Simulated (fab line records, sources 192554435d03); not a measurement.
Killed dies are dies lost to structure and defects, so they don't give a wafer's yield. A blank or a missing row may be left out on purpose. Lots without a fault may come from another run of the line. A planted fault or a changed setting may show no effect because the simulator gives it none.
Chamber matching | flow n5_finfet | N5_BEOL_M8_ETCH_72 on rie_diel-03: 4 sister chambers
The step etches underlayer in N2/H2, target depth 6.5 nm, time 5.2 s. 4 wafers are shown with their chamber, then 8 later ones without.

WAFERS WITH THEIR CHAMBER
wafer  | chamber | showerhead_plenum_p_Torr (Torr)
L082.5 | 1       | 2.67
L093.3 | 3       | 2.66
L093.5 | 2       | 2.44
L090.4 | 0       | 2.43

WAFERS WITHOUT THEIR CHAMBER
wafer  | showerhead_plenum_p_Torr (Torr)
L090.5 | 2.43
L090.6 | 2.66
L092.4 | 2.66
L092.5 | 2.43
L092.6 | 2.66
L097.1 | 2.43
L097.3 | 2.65
L097.5 | 2.43

WHICH CHAMBER EACH WENT THROUGH
wafer  | from the rows above | in truth
L090.5 | 0                   | 0
L090.6 | 3                   | 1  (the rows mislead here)
L092.4 | 3                   | 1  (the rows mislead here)
L092.5 | 0                   | 0
L092.6 | 3                   | 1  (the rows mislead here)
L097.1 | 0                   | 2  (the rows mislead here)
L097.3 | 3                   | 3
L097.5 | 0                   | 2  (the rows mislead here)
Placed correctly: 3 of 8. Can't be placed from these rows: 0. Placed wrongly: 5.
How it was worked out, from the rows above alone: a wafer's distance from a chamber is the root of the sum, over the readings, of the square of ((its reading less the chamber's mean) divided by the reading's scatter). The wafer belongs to the nearest chamber; if the next one is less than 2 further off, it can't be placed. A chamber's mean is the mean of its shown wafers. The scatter: with one shown wafer a chamber, the root of the mean of the squares of how far each hidden wafer lies from its nearest shown one.
